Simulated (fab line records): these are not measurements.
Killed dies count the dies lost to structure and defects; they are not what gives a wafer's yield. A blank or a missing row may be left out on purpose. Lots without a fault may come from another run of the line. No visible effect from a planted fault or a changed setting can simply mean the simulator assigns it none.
fab line records	flow nand_harc
[record] lots = 24	wafers = 72	last_day = 33
route steps=1302 shown A_CHANNEL_HOLE_D2@584 A_CHANNEL_FILL_D2@615 A_STAIRCASE@652
lots that met no fault: taken from a fault-free run of the same line
start_h: the number of hours between the record's first day and the start of the first shown wafer of the lot	wait_h: hours elapsed since this lot's preceding step	" the same as in the row above	L1.1+2: several wafers, shown together as one row	- no value present, or no start provided	* or withheld: withheld	< > ~ a bound
route shown NAME@n: a module of which the file shows steps, and the number in the route of the first	usual: the fault-free wafers' mean and standard deviation	same: alike in all rows	chamber/n: place in a boat	sites: per-site readings	_std_site: standard deviation across them	_edge_site: the outer-site mean with the inner-site mean subtracted	radius_mm: for every site, how far away it sits from the centre of the wafer	mask NAME#n: copy n	behind: the tool/chamber that last shaped the wafer	hold: what put the lot on hold/how long, in hours/how the hold closed	device: which transistor (n, p or np) failed to switch	end of line: the tests these same wafers got at the end of their route	for a step that has no rows: nothing shown but its recipe	killed: at the first sort, the dies lost to defects and structure; wafer yield is something else	map: a wafer's dies, marking killed ones x, the rest . and places with no die _
set.NAME: the run value of the setting; set.NAME@STEP: its run value at that earlier step	model.NAME: the simulator's own value behind a step, which no gauge read
steps of the route over a sample of lots; a table a step, a row a wafer
services: when a tool's chamber went out of use (start_h, in hours from the record's first day, below 0 if earlier), for how many hours, and the reason
[[steps]]
[step NHARC_A_CHANNEL_HOLE_D2_INSPECT_12]
[usual] raw_defect_count = 31/21
lot.wafer	tool	chamber	start_h	wait_h	raw_defect_count
L074.1	defect_inspect-02	-	283.79	0.0	62
L074.3	"	-	"	"	44
L074.4	"	-	"	"	62
L075.1	defect_inspect-02	-	303.77	0.0	1
L075.3	"	-	"	"	6
L075.5	"	-	"	"	6
L076.2	defect_inspect-01	-	317.83	0.0	52
L076.4	"	-	"	"	41
L076.5	"	-	"	"	50
L077.1	defect_inspect-02	-	320.88	0.0	7
L077.2	"	-	"	"	8
L077.3	"	-	"	"	5
L078.4	defect_inspect-01	-	333.65	0.0	9
L078.5	"	-	"	"	5
L078.6	"	-	"	"	5
L079.1	defect_inspect-02	-	342.77	0.0	4
L079.4	"	-	"	"	10
L079.6	"	-	"	"	5
L080.1	defect_inspect-01	-	352.57	0.0	61
L080.4	"	-	"	"	59
L080.5	"	-	"	"	56
L081.3	defect_inspect-02	-	352.72	0.0	46
L081.4	"	-	"	"	48
L081.5	"	-	"	"	49
L083.3	defect_inspect-02	-	376.40	0.1	56
L083.5	"	-	"	"	71
L083.6	"	-	"	"	50
L082.4	defect_inspect-02	-	376.53	0.0	4
L082.5	"	-	"	"	11
L082.6	"	-	"	"	5
L084.3	defect_inspect-01	-	388.10	0.0	72
L084.4	"	-	"	"	54
L084.6	"	-	"	"	63
L085.1	defect_inspect-01	-	400.19	0.0	60
L085.5	"	-	"	"	58
L085.6	"	-	"	"	39
L086.1	defect_inspect-01	-	410.45	0.0	6
L086.4	"	-	"	"	10
L086.5	"	-	"	"	15
L087.2	defect_inspect-02	-	426.41	0.0	56
L087.3	"	-	"	"	54
L087.5	"	-	"	"	60
L088.1	defect_inspect-02	-	447.83	0.0	15
L088.3	"	-	"	"	9
L088.4	"	-	"	"	13
L089.1	defect_inspect-01	-	448.02	0.0	56
L089.2	"	-	"	"	45
L089.6	"	-	"	"	52
L091.1	defect_inspect-02	-	457.58	0.0	27
L091.3	"	-	"	"	22
L091.4	"	-	"	"	18
L090.2	defect_inspect-02	-	458.87	0.0	53
L090.4	"	-	"	"	63
L090.5	"	-	"	"	46
L092.1	defect_inspect-01	-	482.36	0.0	13
L092.4	"	-	"	"	12
L092.6	"	-	"	"	23
L094.3	defect_inspect-02	-	495.10	0.0	20
L094.4	"	-	"	"	19
L094.5	"	-	"	"	23
L093.2	defect_inspect-01	-	496.18	0.0	23
L093.4	"	-	"	"	21
L093.6	"	-	"	"	14
L095.2	defect_inspect-02	-	506.24	0.0	4
L095.4	"	-	"	"	5
L095.6	"	-	"	"	5
L096.1	defect_inspect-01	-	520.14	0.0	31
L096.3	"	-	"	"	24
L096.6	"	-	"	"	27
L097.1	defect_inspect-01	-	527.89	0.0	25
L097.4	"	-	"	"	30
L097.5	"	-	"	"	32
[step NHARC_A_CHANNEL_FILL_D2_ALD_15]
[recipe] target_thk_a = 20	pulse_time_s = 60	ald_cycles = 19	temp_c = 630	pressure_torr = 2	material = SiNx
[usual] precursor_pulse_height_rel = 1.001/0.02
lot.wafer	tool	chamber	start_h	wait_h	precursor_pulse_height_rel
L074.1	ald_sin_batch-02	0	-	-	0.997
L074.3	"	0	"	"	0.986
L074.4	"	0	"	"	0.980
L075.1	ald_sin_batch-02	0	-	-	1.013
L075.3	"	0	"	"	0.974
L075.5	"	0	"	"	1.013
L076.2	ald_sin_batch-02	0	-	-	0.988
L076.4	"	0	"	"	1.017
L076.5	"	0	"	"	1.000
L077.1	ald_sin_batch-02	0	-	-	1.011
L077.2	"	0	"	"	1.036
L077.3	"	0	"	"	1.008
L078.4	ald_sin_batch-01	0	-	-	1.006
L078.5	"	0	"	"	0.989
L078.6	"	0	"	"	0.996
L079.1	ald_sin_batch-01	0	-	-	1.011
L079.4	"	0	"	"	1.006
L079.6	"	0	"	"	1.007
L080.1	ald_sin_batch-01	0	-	-	0.974
L080.4	"	0	"	"	1.015
L080.5	"	0	"	"	0.987
L081.3	ald_sin_batch-01	0	-	-	0.989
L081.4	"	0	"	"	0.978
L081.5	"	0	"	"	1.044
L082.4	ald_sin_batch-01	0	-	-	0.971
L082.5	"	0	"	"	1.006
L082.6	"	0	"	"	0.988
L083.3	ald_sin_batch-01	0	-	-	1.016
L083.5	"	0	"	"	0.960
L083.6	"	0	"	"	0.997
L084.3	ald_sin_batch-02	0	411.85	3.3	1.028
L084.4	"	0	"	"	1.023
L084.6	"	0	"	"	1.000
L085.1	ald_sin_batch-01	0	418.10	3.1	1.021
L085.5	"	0	"	"	1.024
L085.6	"	0	"	"	0.991
L086.1	ald_sin_batch-01	0	-	-	1.007
L086.4	"	0	"	"	1.005
L086.5	"	0	"	"	1.016
L087.2	ald_sin_batch-01	0	-	-	0.991
L087.3	"	0	"	"	0.998
L087.5	"	0	"	"	0.999
L088.1	ald_sin_batch-02	0	-	-	1.006
L088.3	"	0	"	"	1.010
L088.4	"	0	"	"	1.012
L089.1	ald_sin_batch-02	0	-	-	1.027
L089.2	"	0	"	"	0.977
L089.6	"	0	"	"	0.991
L090.2	ald_sin_batch-03	0	475.19	2.6	0.979
L090.4	"	0	"	"	1.004
L090.5	"	0	"	"	0.966
L091.1	ald_sin_batch-03	0	475.19	3.1	0.988
L091.3	"	0	"	"	1.000
L091.4	"	0	"	"	1.058
L092.1	ald_sin_batch-03	0	-	-	0.988
L092.4	"	0	"	"	0.998
L092.6	"	0	"	"	1.031
L093.2	ald_sin_batch-02	0	-	-	0.999
L093.4	"	0	"	"	0.960
L093.6	"	0	"	"	1.031
L094.3	ald_sin_batch-02	0	-	-	1.011
L094.4	"	0	"	"	0.966
L094.5	"	0	"	"	0.969
L095.2	ald_sin_batch-02	0	-	-	1.021
L095.4	"	0	"	"	0.992
L095.6	"	0	"	"	1.026
L096.1	ald_sin_batch-01	0	-	-	1.003
L096.3	"	0	"	"	1.013
L096.6	"	0	"	"	0.992
L097.1	ald_sin_batch-03	0	-	-	0.960
L097.4	"	0	"	"	0.987
L097.5	"	0	"	"	1.032
[step NHARC_A_CHANNEL_FILL_D2_ALD_25]
[recipe] target_thk_a = 600	pulse_time_s = 10	ald_cycles = 600	temp_c = 300	material = SiOx
[usual] heater_power_w = 454/71	precursor_pulse_height_rel = 1.000/0.02
lot.wafer	tool	chamber	start_h	wait_h	heater_power_w	precursor_pulse_height_rel
L074.4	ald_hk-01	3	330.07	0.7	341	1.006
L074.1	"	0	"	"	465	0.986
L074.3	"	1	"	"	568	1.005
L075.1	ald_hk-04	1	350.27	1.3	467	0.932
L075.3	"	2	"	"	436	1.000
L075.5	"	3	"	"	465	1.001
L077.3	ald_hk-01	1	368.76	0.1	566	0.974
L077.2	"	3	369.99	1.3	351	0.992
L077.1	"	0	"	"	463	0.966
L076.2	ald_hk-04	1	368.76	0.1	467	0.997
L076.4	"	3	370.00	1.3	469	1.020
L076.5	"	1	371.24	2.5	448	1.022
L078.4	ald_hk-01	1	382.45	1.3	569	1.010
L078.5	"	3	383.69	2.5	355	0.990
L078.6	"	0	"	"	465	1.006
L079.1	ald_hk-01	1	387.22	0.7	578	1.020
L079.4	"	2	"	"	341	1.018
L079.6	"	0	389.05	2.5	465	0.994
L081.4	ald_hk-04	1	403.86	0.7	454	0.972
L081.3	"	3	405.09	1.9	460	0.976
L081.5	"	1	406.33	3.1	450	1.038
L080.1	ald_hk-03	3	404.47	1.3	530	0.990
L080.4	"	0	"	"	489	1.001
L080.5	"	2	406.31	3.1	436	1.028
L082.4	ald_hk-03	3	420.66	1.3	529	1.001
L082.5	"	1	421.88	2.5	477	0.974
L082.6	"	2	"	"	438	0.984
L083.3	ald_hk-01	2	420.71	1.3	349	1.003
L083.6	"	0	421.96	2.6	474	1.002
L083.5	"	1	"	"	573	0.975
L084.3	ald_hk-03	0	440.60	1.3	490	1.021
L084.4	"	1	"	"	469	0.987
L084.6	"	2	"	"	426	1.003
L085.1	ald_hk-01	2	446.49	0.8	349	0.962
L085.6	"	1	448.35	2.7	575	0.968
L085.5	"	2	"	"	341	1.014
L086.1	ald_hk-04	0	460.44	0.7	486	0.985
L086.4	"	2	461.68	1.9	434	0.979
L086.5	"	3	"	"	453	1.015
L087.3	ald_hk-04	3	470.26	0.7	461	1.012
L087.2	"	0	"	"	509	1.022
L087.5	"	2	472.11	2.5	424	1.006
L088.1	ald_hk-03	0	491.25	0.1	492	1.016
L088.3	"	1	"	"	476	1.002
L088.4	"	2	"	"	442	0.983
L089.1	ald_hk-01	2	491.87	0.7	336	1.002
L089.2	"	0	493.11	1.9	472	1.007
L089.6	"	2	494.35	3.1	339	0.998
L090.4	ald_hk-01	2	504.39	0.1	334	0.999
L090.2	"	3	"	"	375	0.990
L090.5	"	3	507.53	3.2	371	1.029
L091.4	ald_hk-04	2	504.39	0.1	434	0.996
L091.3	"	3	"	"	445	1.014
L091.1	"	0	"	"	509	1.034
L092.4	ald_hk-01	1	531.32	0.7	565	0.987
L092.1	"	3	532.59	2.0	367	1.025
L092.6	"	0	"	"	467	1.019
L094.3	ald_hk-03	1	538.23	0.1	494	0.997
L094.4	"	3	539.47	1.3	543	0.983
L094.5	"	1	540.72	2.5	474	0.994
L093.2	ald_hk-01	3	538.85	0.7	374	0.997
L093.4	"	0	"	"	473	1.017
L093.6	"	3	541.30	3.1	376	0.982
L095.4	ald_hk-03	0	552.33	0.0	487	0.990
L095.2	"	2	554.78	2.5	436	0.999
L095.6	"	0	557.22	4.9	500	1.039
L096.1	ald_hk-04	2	564.34	0.1	445	1.000
L096.3	"	3	"	"	457	1.020
L096.6	"	3	567.45	3.2	441	1.043
L097.1	ald_hk-01	1	571.06	0.1	567	1.010
L097.4	"	2	"	"	343	0.988
L097.5	"	1	573.52	2.5	579	0.981
[step NHARC_A_CHANNEL_FILL_D2_RTA_24]
[recipe] temp_c = 1000	time_s = 5
[usual] lamp_power_pct = 30/3.2	lamp_zone_1_pct = 30/3.2	lamp_zone_6_pct = 30/3.2	lamp_zone_7_pct = 30/3.2	wafer_temp_C_max = 1005.1/2.6
lot.wafer	tool	chamber	start_h	wait_h	lamp_power_pct	lamp_zone_1_pct	lamp_zone_6_pct	lamp_zone_7_pct	wafer_temp_C_max
L074.1	rtp_anneal-01	0	341.17	0.0	26	26	26	27	1002.0
L074.3	"	0	"	"	26	26	26	27	1003.0
L074.4	"	0	"	"	26	26	26	27	1002.7
L075.1	rtp_anneal-02	0	360.81	0.0	33	33	33	33	1007.5
L075.3	"	0	"	"	33	33	33	33	1006.7
L075.5	"	0	"	"	33	33	33	33	1005.9
L077.1	rtp_anneal-02	0	380.46	0.0	33	33	33	33	1005.6
L077.2	"	0	"	"	33	33	33	33	1006.6
L077.3	"	0	"	"	33	33	33	33	1009.2
L076.2	rtp_anneal-02	0	380.66	0.2	33	33	33	33	1007.8
L076.4	"	0	"	"	33	33	33	33	1008.9
L076.5	"	0	"	"	33	33	33	33	1007.7
L078.4	rtp_anneal-01	0	392.94	0.1	26	26	26	27	1002.8
L078.5	"	0	"	"	26	26	26	27	1002.0
L078.6	"	0	"	"	26	26	26	27	1001.4
L079.1	rtp_anneal-01	0	398.33	0.0	26	26	26	27	1002.1
L079.4	"	0	"	"	26	26	26	27	1002.9
L079.6	"	0	"	"	26	26	26	27	1002.1
L080.1	rtp_anneal-02	0	415.20	0.1	33	33	33	33	1006.5
L080.4	"	0	"	"	33	33	33	33	1007.7
L080.5	"	0	"	"	33	33	33	33	1008.8
L081.3	rtp_anneal-01	0	415.21	0.1	26	26	26	27	1002.7
L081.4	"	0	"	"	26	26	26	27	1002.2
L081.5	"	0	"	"	26	26	26	27	1002.5
L082.4	rtp_anneal-02	0	431.26	0.1	33	33	33	33	1008.1
L082.5	"	0	"	"	33	33	33	33	1007.4
L082.6	"	0	"	"	33	33	33	33	1005.5
L083.3	rtp_anneal-01	0	431.28	0.1	26	26	26	27	1002.1
L083.5	"	0	"	"	26	26	26	27	1002.3
L083.6	"	0	"	"	26	26	26	27	1002.1
L084.3	rtp_anneal-02	0	451.10	0.1	33	33	33	33	1007.2
L084.4	"	0	"	"	33	33	33	33	1005.2
L084.6	"	0	"	"	33	33	33	33	1007.0
L085.1	rtp_anneal-01	0	457.74	0.0	26	26	26	27	1002.1
L085.5	"	0	"	"	26	26	26	27	1003.1
L085.6	"	0	"	"	26	26	26	27	1002.6
L086.1	rtp_anneal-02	0	471.70	0.0	33	33	33	33	1007.0
L086.4	"	0	"	"	33	33	33	33	1007.2
L086.5	"	0	"	"	33	33	33	33	1005.8
L087.2	rtp_anneal-01	0	481.54	0.1	26	26	26	27	1002.5
L087.3	"	0	"	"	26	26	26	27	1002.8
L087.5	"	0	"	"	26	26	26	27	1002.0
L088.1	rtp_anneal-01	0	502.92	0.0	26	26	26	27	1003.4
L088.3	"	0	"	"	26	26	26	27	1002.1
L088.4	"	0	"	"	26	26	26	27	1001.4
L089.1	rtp_anneal-02	0	502.93	0.0	33	33	33	33	1006.8
L089.2	"	0	"	"	33	33	33	33	1007.5
L089.6	"	0	"	"	33	33	33	33	1007.5
L091.1	rtp_anneal-02	0	516.19	0.0	33	33	33	33	1008.4
L091.3	"	0	"	"	33	33	33	33	1005.9
L091.4	"	0	"	"	33	33	33	33	1006.6
L090.2	rtp_anneal-01	0	516.25	0.1	26	26	26	27	1003.3
L090.4	"	0	"	"	26	26	26	27	1002.6
L090.5	"	0	"	"	26	26	26	27	1002.7
L092.1	rtp_anneal-02	0	542.65	0.0	33	33	33	33	1006.4
L092.4	"	0	"	"	33	33	33	33	1008.2
L092.6	"	0	"	"	33	33	33	33	1005.8
L093.2	rtp_anneal-02	0	550.01	0.1	33	33	33	33	1007.7
L093.4	"	0	"	"	33	33	33	33	1006.9
L093.6	"	0	"	"	33	33	33	33	1003.5
L094.3	rtp_anneal-01	0	550.04	0.1	26	26	26	27	1002.7
L094.4	"	0	"	"	26	26	26	27	1002.6
L094.5	"	0	"	"	26	26	26	27	1002.5
L095.2	rtp_anneal-02	0	567.71	0.1	33	33	33	33	1009.9
L095.4	"	0	"	"	33	33	33	33	1005.8
L095.6	"	0	"	"	33	33	33	33	1008.9
L096.1	rtp_anneal-01	0	576.08	0.0	26	26	26	27	1002.4
L096.3	"	0	"	"	26	26	26	27	1003.1
L096.6	"	0	"	"	26	26	26	27	1002.6
L097.1	rtp_anneal-02	0	583.94	0.0	33	33	33	33	1006.7
L097.4	"	0	"	"	33	33	33	33	1006.7
L097.5	"	0	"	"	33	33	33	33	1009.7
[step NHARC_A_STAIRCASE_ETCH_170]
[recipe] target_depth_a = 2000	time_s = 66.667	ion_energy_ev = 250	c4f6_flow_sccm = 25	o2_flow_sccm = 20	ar_flow_sccm = 500	rf_w = 600	bias_w = 500	chemistry = C4F6/O2
[usual] drypump_motor_current_A = 5.8/0.53	oes_product_au = 0.973/0.012	rf_vpp_V = 546.3/2.2	showerhead_plenum_p_Torr = 3.90/0.099	throttle_valve_pct = 26.903/0.0084
lot.wafer	tool	chamber	start_h	wait_h	drypump_motor_current_A	oes_product_au	rf_hours_counter_h	rf_vpp_V	showerhead_plenum_p_Torr	throttle_valve_pct
L074.3	rie_diel-11	2	-	-	5.6	0.975	26	547.8	4.01	26.891
L074.1	"	3	"	"	6.1	0.985	27	541.8	3.70	26.904
L074.4	"	0	"	"	6.5	0.964	26	545.0	3.82	26.902
L075.1	rie_diel-13	2	-	-	5.0	0.987	2	546.3	3.91	26.899
L075.3	"	3	"	"	6.3	0.965	2	549.4	3.99	26.913
L075.5	"	3	"	"	6.3	0.969	-	547.9	3.99	26.901
L077.1	rie_diel-02	3	-	-	5.2	0.976	43	544.6	3.86	26.897
L077.3	"	0	"	"	5.1	0.984	47	547.9	3.96	26.926
L077.2	"	1	"	"	6.4	0.969	48	549.1	4.01	26.909
L076.2	rie_diel-13	2	-	-	5.0	0.969	7	546.2	3.91	26.900
L076.4	"	1	"	"	5.6	0.968	-	542.9	3.76	26.898
L076.5	"	2	"	"	5.0	0.974	-	546.3	3.91	26.897
L078.4	rie_diel-13	3	-	-	6.3	0.992	13	546.9	3.98	26.903
L078.6	"	2	"	"	5.0	1.008	-	545.6	3.90	26.915
L078.5	"	3	"	"	6.3	0.991	-	548.6	3.98	26.894
L079.1	rie_diel-13	2	-	-	5.0	0.968	14	545.6	3.90	26.902
L079.4	"	0	"	"	5.6	0.988	3	551.3	4.09	26.901
L079.6	"	2	"	"	5.0	0.971	-	546.9	3.90	26.913
L081.3	rie_diel-11	0	416.62	0.1	6.5	0.979	-	544.3	3.80	26.900
L081.4	"	2	"	"	5.6	0.986	-	547.0	4.00	26.906
L081.5	"	2	"	"	5.6	0.983	-	548.5	4.00	26.900
L080.1	rie_diel-02	2	-	-	6.4	0.969	3	547.4	3.88	26.897
L080.4	"	0	"	"	5.1	0.967	3	548.0	3.96	26.890
L080.5	"	2	"	"	6.3	0.964	-	546.8	3.88	26.907
L082.4	rie_diel-02	1	-	-	6.3	0.979	9	547.2	4.00	26.904
L082.6	"	2	"	"	6.3	0.980	-	546.2	3.87	26.904
L082.5	"	3	"	"	5.3	0.992	-	544.6	3.85	26.912
L083.3	rie_diel-13	1	-	-	5.6	0.949	28	542.7	3.75	26.902
L083.6	"	3	"	"	6.4	0.953	-	549.0	3.98	26.893
L083.5	"	0	"	"	5.6	0.960	-	550.2	4.08	26.907
L084.4	rie_diel-02	0	-	-	5.1	0.975	17	549.1	3.95	26.906
L084.3	"	2	"	"	6.3	0.957	13	544.8	3.87	26.893
L084.6	"	0	"	"	5.1	0.960	-	547.0	3.95	26.894
L085.1	rie_diel-11	3	-	-	6.1	0.968	5	543.4	3.69	26.908
L085.5	"	0	"	"	6.5	0.967	-	543.8	3.79	26.911
L085.6	"	1	"	"	5.7	0.968	-	546.3	3.94	26.898
L086.4	rie_diel-02	3	-	-	5.2	0.986	25	545.5	3.84	26.905
L086.1	"	0	"	"	5.1	0.981	26	548.4	3.94	26.890
L086.5	"	1	"	"	6.3	0.957	-	549.0	3.99	26.896
L087.2	rie_diel-02	1	-	-	6.4	0.965	25	548.8	3.99	26.899
L087.3	"	0	"	"	5.1	0.974	28	548.9	3.94	26.900
L087.5	"	2	"	"	6.3	0.980	-	544.5	3.86	26.901
L088.4	rie_diel-02	0	-	-	5.1	0.977	32	547.2	3.94	26.907
L088.3	"	1	"	"	6.3	0.985	29	546.7	3.99	26.913
L088.1	"	2	"	"	6.3	0.998	30	545.4	3.86	26.915
L089.2	rie_diel-02	1	-	-	6.4	0.957	29	548.5	3.99	26.906
L089.1	"	2	"	"	6.3	0.954	30	547.3	3.86	26.899
L089.6	"	1	"	"	6.4	0.966	-	548.6	3.99	26.896
L091.3	rie_diel-02	1	-	-	6.3	0.967	35	549.1	3.99	26.894
L091.4	"	2	"	"	6.4	0.971	35	545.0	3.86	26.908
L091.1	"	0	"	"	5.1	0.993	37	546.6	3.94	26.915
L090.2	rie_diel-11	2	-	-	5.6	0.958	28	547.3	3.97	26.899
L090.4	"	3	"	"	6.1	0.979	25	541.3	3.68	26.913
L090.5	"	3	"	"	6.1	0.971	-	541.6	3.68	26.925
L092.4	rie_diel-13	0	-	-	5.6	0.949	2	551.1	4.07	26.913
L092.1	"	2	"	"	4.9	0.980	3	545.1	3.88	26.904
L092.6	"	0	"	"	5.6	0.961	-	549.7	4.07	26.894
L094.4	rie_diel-11	0	-	-	6.5	0.968	38	542.8	3.77	26.906
L094.3	"	2	"	"	5.6	0.973	41	547.1	3.97	26.885
L094.5	"	0	"	"	6.5	0.959	-	545.5	3.77	26.907
L093.2	rie_diel-13	2	-	-	5.0	0.982	5	545.5	3.88	26.894
L093.4	"	0	"	"	5.6	0.958	-	549.1	4.07	26.904
L093.6	"	1	"	"	5.6	0.983	-	542.6	3.73	26.907
L095.4	rie_diel-11	1	-	-	5.6	0.975	47	547.2	3.92	26.910
L095.2	"	0	"	"	6.5	0.963	44	542.3	3.77	26.883
L095.6	"	2	"	"	5.6	0.983	-	547.9	3.96	26.908
L096.3	rie_diel-11	0	-	-	6.5	0.948	48	542.5	3.77	26.908
L096.1	"	2	"	"	5.6	0.986	53	546.5	3.96	26.901
L096.6	"	0	"	"	6.5	0.965	-	543.6	3.77	26.907
L097.4	rie_diel-02	1	-	-	6.4	0.978	2	548.5	3.97	26.910
L097.1	"	2	"	"	6.3	0.981	2	545.5	3.84	26.899
L097.5	"	1	"	"	6.4	0.988	-	547.6	3.97	26.901
[step NHARC_A_STAIRCASE_TRIM_12]
[recipe] time_s = 211.2	o2_flow_sccm = 500	ar_flow_sccm = 0	bias_w = 0	chemistry = O2
[usual] drypump_motor_current_A = 5.8/0.5	oes_product_au = 0.996/0.01	rf_vpp_V = 57.7/0.81	showerhead_plenum_p_Torr = 3.50/0.11	throttle_valve_pct = 17.037/0.0092
lot.wafer	tool	chamber	start_h	wait_h	drypump_motor_current_A	oes_product_au	rf_hours_counter_h	rf_vpp_V	showerhead_plenum_p_Torr	throttle_valve_pct
L074.4	rie_diel-02	2	344.21	0.1	6.4	0.990	37	57.2	3.50	17.045
L074.1	"	3	"	"	5.2	1.006	27	58.3	3.48	17.038
L074.3	"	0	"	"	5.1	1.003	32	57.4	3.57	17.034
L075.1	rie_diel-13	3	364.04	0.1	6.3	0.991	2	56.6	3.59	17.042
L075.3	"	1	"	"	5.6	0.995	2	57.5	3.38	17.038
L075.5	"	1	"	"	5.6	0.979	-	57.8	3.38	17.049
L077.2	rie_diel-02	1	383.46	0.1	6.3	0.992	48	58.2	3.61	17.038
L077.3	"	2	"	"	6.3	0.995	52	57.1	3.49	17.045
L077.1	"	3	"	"	5.2	0.995	43	57.5	3.47	17.043
L076.4	rie_diel-11	2	383.87	0.1	5.6	1.002	37	57.5	3.60	17.033
L076.2	"	0	"	"	6.5	0.995	41	57.2	3.42	17.038
L076.5	"	2	"	"	5.6	1.004	-	58.7	3.60	17.025
L078.4	rie_diel-13	2	398.93	0.1	5.0	1.006	14	57.7	3.51	17.027
L078.5	"	3	"	"	6.3	1.002	-	58.0	3.58	17.035
L078.6	"	0	"	"	5.6	0.985	-	57.8	3.68	17.039
L079.4	rie_diel-13	2	401.43	0.1	5.0	1.004	15	57.8	3.51	17.024
L079.1	"	3	"	"	6.3	1.007	14	56.6	3.58	17.031
L079.6	"	1	"	"	5.6	0.984	-	57.7	3.37	17.011
L081.4	rie_diel-11	2	418.45	0.1	5.6	1.001	-	58.2	3.60	17.045
L081.3	"	0	"	"	6.5	1.001	-	56.6	3.41	17.030
L081.5	"	2	"	"	5.6	0.990	-	57.1	3.60	17.049
L080.1	rie_diel-13	2	418.63	0.1	5.0	1.008	22	58.2	3.50	17.057
L080.4	"	0	"	"	5.6	0.996	11	57.5	3.68	17.020
L080.5	"	1	"	"	5.6	0.990	-	57.5	3.37	17.027
L082.4	rie_diel-13	0	434.24	0.1	5.6	0.988	16	58.2	3.67	17.041
L082.6	"	3	"	"	6.4	0.992	-	58.2	3.58	17.043
L082.5	"	0	"	"	5.6	0.995	-	58.7	3.68	17.042
L083.3	rie_diel-02	0	434.67	0.1	5.1	1.001	11	57.4	3.55	17.028
L083.5	"	2	"	"	6.4	0.992	-	57.5	3.48	17.037
L083.6	"	3	"	"	5.2	0.997	-	58.7	3.46	17.048
L084.3	rie_diel-13	3	454.34	0.1	6.3	1.001	29	57.3	3.57	17.051
L084.4	"	0	"	"	5.6	0.995	26	58.8	3.67	17.041
L084.6	"	2	"	"	5.0	1.020	-	58.6	3.50	17.044
L085.1	rie_diel-02	3	460.93	0.1	5.2	0.993	20	57.3	3.45	17.038
L085.5	"	0	"	"	5.1	0.986	-	56.6	3.55	17.030
L085.6	"	1	"	"	6.4	0.985	-	57.4	3.60	17.041
L086.1	rie_diel-11	3	475.33	0.1	6.1	0.999	10	57.0	3.31	17.041
L086.5	"	2	"	"	5.6	0.995	-	57.4	3.58	17.047
L086.4	"	3	"	"	6.1	1.001	-	57.9	3.31	17.044
L087.3	rie_diel-02	2	488.46	0.1	6.4	1.022	25	58.9	3.47	17.053
L087.2	"	0	"	"	5.1	1.007	29	58.6	3.54	17.037
L087.5	"	2	"	"	6.4	1.005	-	57.9	3.47	17.060
L088.1	rie_diel-11	1	506.32	0.3	5.7	0.996	26	57.1	3.53	17.035
L088.4	"	3	"	"	6.1	1.001	21	57.0	3.31	17.048
L088.3	"	0	"	"	6.5	0.989	23	57.3	3.40	17.015
L089.1	rie_diel-11	3	507.46	1.2	6.1	1.001	22	56.0	3.30	17.056
L089.2	"	0	"	"	6.5	0.992	24	58.1	3.40	17.064
L089.6	"	3	"	"	6.1	1.015	-	56.9	3.31	17.043
L091.1	rie_diel-11	0	519.24	0.1	6.5	0.973	28	59.3	3.39	17.026
L091.4	"	1	"	"	5.7	0.974	31	58.0	3.53	17.041
L091.3	"	2	"	"	5.6	0.988	29	58.1	3.58	17.034
L090.4	rie_diel-13	1	519.52	0.1	5.6	0.983	54	57.7	3.35	17.027
L090.2	"	3	"	"	6.3	0.999	46	59.4	3.56	17.031
L090.5	"	1	"	"	5.6	0.988	-	59.1	3.35	17.032
L092.1	rie_diel-02	1	545.82	0.1	6.3	1.001	46	58.7	3.58	17.034
L092.4	"	3	"	"	5.2	1.014	48	57.8	3.44	17.040
L092.6	"	1	"	"	6.3	1.004	-	57.5	3.58	17.040
L094.3	rie_diel-13	1	553.09	0.1	5.6	1.006	4	58.4	3.35	17.030
L094.5	"	2	"	"	5.0	0.995	-	56.7	3.48	17.034
L094.4	"	1	"	"	5.6	1.010	-	58.9	3.35	17.041
L093.2	rie_diel-11	1	553.55	0.1	5.7	1.007	42	56.7	3.53	17.032
L093.4	"	3	"	"	6.1	0.988	39	56.1	3.30	17.035
L093.6	"	1	"	"	5.7	0.995	-	58.9	3.52	17.038
L095.2	rie_diel-13	2	571.04	0.1	5.0	1.007	11	56.8	3.48	17.037
L095.4	"	2	"	"	5.0	0.995	-	58.5	3.48	17.026
L095.6	"	1	"	"	5.6	1.011	-	57.5	3.34	17.036
L096.3	rie_diel-13	1	582.07	0.1	5.6	0.996	18	58.7	3.34	17.041
L096.1	"	2	"	"	5.0	1.000	19	56.9	3.48	17.058
L096.6	"	0	"	"	5.6	0.995	-	58.3	3.65	17.040
L097.4	rie_diel-11	0	587.31	0.2	6.5	0.972	50	57.0	3.38	17.053
L097.1	"	1	"	"	5.7	0.988	54	58.0	3.52	17.035
L097.5	"	0	"	"	6.5	0.975	-	57.3	3.38	17.048
[[services]]
tool	chamber	start_h	hours	kind
ald_hk-03	-	277.83	0.5	repair
rie_diel-02	3	285.73	22.0	repair
ald_hk-01	-	300.38	10.0	pm
rie_diel-13	3	333.58	4.0	repair
ald_hk-04	-	334.70	1.4	repair
rie_diel-13	2	335.48	6.1	repair
rie_diel-13	0	340.89	31.2	repair
rie_diel-13	-	345.91	9.0	pm
rtp_anneal-01	-	372.00	12.0	pm
rie_diel-13	0	377.43	11.2	repair
rie_diel-02	-	393.87	9.0	pm
rie_diel-11	1	399.63	34.1	repair
rie_diel-11	3	405.17	43.9	repair
ald_sin_batch-02	-	416.34	8.0	repair
rie_diel-11	-	432.79	9.0	pm
ald_hk-04	-	434.30	10.0	pm
rie_diel-11	0	469.56	11.5	repair
ald_hk-01	-	478.38	10.0	pm
ald_sin_batch-01	-	507.43	26.0	pm
rie_diel-02	3	511.41	3.6	repair
rie_diel-13	-	522.91	9.0	pm
rie_diel-13	3	546.24	106.8	repair
rie_diel-13	0	566.03	6.0	repair
rie_diel-02	-	570.87	9.0	pm
[[key]]
fault none
